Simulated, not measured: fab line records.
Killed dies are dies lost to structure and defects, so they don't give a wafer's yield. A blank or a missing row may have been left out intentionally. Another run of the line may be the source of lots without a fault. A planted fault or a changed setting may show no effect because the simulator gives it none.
A lot that was struck, set against a sound lot | flow nand harc | 13 out of 1302 route steps
Sound: these wafers, L485.1, L485.5, L485.6. Struck: wafer L499.4 (L499.1, L499.3, from the same lot, were not struck and are left out); the cause is given at the end.
Per side, at each step with rows, come the tool, then ch with its chambers, and then its first start. Under that, the readings that differ: sound wafers | struck wafers | difference of the means | sigmas: that difference in standard deviations of wafers without a fault.
alike: words and numbers the same on both sides, and readings whose means are apart by under 2 such deviations; not compared: readings that were withheld, readings missing a value for some wafer, numbers with overlapping values and no deviation given by the record, and bounds like >300 which may hide the same value.
Wherever a step has rows on one side only, a row that says differs or no value, or a row with sigmas, the two part there. Numbers that don't overlap but have no deviation are shown without sigmas and don't part them. A reading that every wafer of one side lacks parts them only if that side has two wafers or more.

NHARC_A_WL_FILL_ALD_02: deposits TiN, target thk 2 nm, pulse time 3 s, ald cycles 100.
  sound on ald metal-04 ch 0,3, day 23 02:15; struck on ald metal-04 ch 2, day 28 16:41
  reading            | sound          | struck | difference | sigmas
  heater power w (W) | 1264 1255 1266 | 936    | -326       | -4
  alike: precursor pulse height rel
NHARC_A_WL_FILL_CVD_03: deposits W, target thk 40 nm, time 279 s.
  sound on cvd w-02 ch 0,1, day 23 02:42; struck on cvd w-02 ch 0, day 28 17:08
  alike: heater power w, mfc ar sccm, throttle valve pct
NHARC_A_WL_FILL_ETCHBACK_04: etches the open film in NF3, target depth 60 nm, time 120 s.
  sound on rie metal-02 ch 0,1, day 23 03:02; struck on rie metal-01 ch 1, day 28 17:28
  reading                     | sound       | struck | difference | sigmas
  drypump motor current A (A) | 5.9 5.0 6.0 | 6.5    | +0.9       | +2
  alike: oes product au, run length s
  not compared: rf hours counter h
then, 1 step without rows for these wafers: NHARC_A_WL_FILL_ETCHBACK_05 (etches the open film in Cl2/BCl3, target depth 22 nm, time 60 s).
NHARC_A_WL_FILL_STRIP_27: strips in N2/H2, time 20 s.
  sound on plasma asher-02 ch 0,1, day 23 03:26; struck on plasma asher-01 ch 1, day 28 17:52
  alike: drypump motor current A, heater power w
  not compared: rf hours counter h
then, 4 steps without rows for these wafers: NHARC_A_WL_FILL_STRIP_28 (strips in post etch residue remover, time 1200 s); NHARC_A_WL_FILL_PRECLEAN_06 (cleans in DIW, time 300 s); NHARC_A_WL_FILL_SRD_07; NHARC_A_WL_FILL_ANNEAL_08 (time 1800 s).
NHARC_A_WL_FILL_ALD_10: deposits SiO2, target thk 50 nm, pulse time 10 s, ald cycles 500.
  sound on ald hk-04 ch 0,1,3, day 23 09:41; struck on ald hk-02 ch 2, day 29 00:19
  alike: heater power w, precursor pulse height rel
NHARC_A_WL_FILL_ETCHBACK_16: etches the open film in C4F8/O2/Ar, target depth 120 nm, time 24 s.
  sound on rie diel-08 ch 0,1,2, day 23 12:47; struck on rie diel-08 ch 0, day 29 03:26
  reading               | sound             | struck | difference | sigmas
  oes product au (a.u.) | 0.934 0.916 0.928 | 1.009  | +0.083     | +3
  run length s (s)      | 45.2 44.9 46.2    | 30.2   | -15.2      | -29
  alike: rf vpp V
  not compared: rf hours counter h
then, 1 step without rows for these wafers: NHARC_A_WL_FILL_STRIP_29 (strips in O2, time 20 s).
-- record jumps: 4 days between struck wafers' starts before vs after; left off in module A_WL_FILL, resumes in module END, first step shown is number 1302 of the route --
NHARC_END_SORT_01:
  here the record holds rows for the struck wafers (prober-01 ch 0, day 33 08:48) but none for the sound ones

== WHERE THEY PART ==
At NHARC_A_WL_FILL_ALD_02 first; at NHARC_END_SORT_01 last (within this record only).

WHY: what the simulator had put in
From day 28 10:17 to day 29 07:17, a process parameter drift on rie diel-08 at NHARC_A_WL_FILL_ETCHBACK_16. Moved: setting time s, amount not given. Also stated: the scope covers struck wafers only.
